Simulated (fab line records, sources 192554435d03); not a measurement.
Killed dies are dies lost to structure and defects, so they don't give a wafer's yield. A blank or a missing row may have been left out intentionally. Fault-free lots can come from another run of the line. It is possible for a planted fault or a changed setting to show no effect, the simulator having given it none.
Which tool was responsible? | flow n5Finfet | 30 wafers sampled from 10 lots at 1 step of a route of 1938

## WHAT THE GAUGES READ, wafer by wafer
N5_GATE_CUT_CD_MEAS_13 targets a cd of 20 nm.
lot  | measured     | on       | cdNm (nm)
L739 | day 5 06:22  | cdSem-01 | 19.38 20.05 19.71
L740 | day 5 11:02  | cdSem-01 | 19.76 19.95 19.57
L741 | day 5 17:59  | cdSem-01 | 19.84 20.04 19.94
L742 | day 5 23:58  | cdSem-01 | 20.02 20.16 20.25
L743 | day 6 04:47  | cdSem-02 | 19.90 19.98 19.99
L745 | day 6 17:55  | cdSem-03 | 20.10 19.87 20.08
L748 | day 7 13:42  | cdSem-03 | 19.95 20.08 19.93
L749 | day 7 23:43  | cdSem-03 | 19.71 19.61 19.64
L757 | day 9 19:11  | cdSem-03 | 19.88 19.91 20.06
L758 | day 10 06:04 | cdSem-02 | 19.98 19.97 19.66

## EACH LOT AND THE TOOL THAT RAN IT (in order: tool; ch and the chambers of the sampled wafers; start)
No process step before these readings appears in the record.

## THE ANSWER, worked out from the rows above alone
Rule: usual is defined by the lots themselves. Put in order of their means at a reading, lots are off if they are a third of the lots or fewer, leave a main group of 4 or more, and stand apart from it by a gap of 3 or more times the standard deviation of the main group's means; of several such gaps the widest counts. If all means in a main group match to the digits the tables above print for the reading, that group is not used. A lot without any number at a reading at which 4 lots or more have one is off too. Any other lot the step has rows for is counted as sound.
No lot is off at any reading shown: from this, nothing can be told.

## WHAT THE SIMULATOR PUT IN
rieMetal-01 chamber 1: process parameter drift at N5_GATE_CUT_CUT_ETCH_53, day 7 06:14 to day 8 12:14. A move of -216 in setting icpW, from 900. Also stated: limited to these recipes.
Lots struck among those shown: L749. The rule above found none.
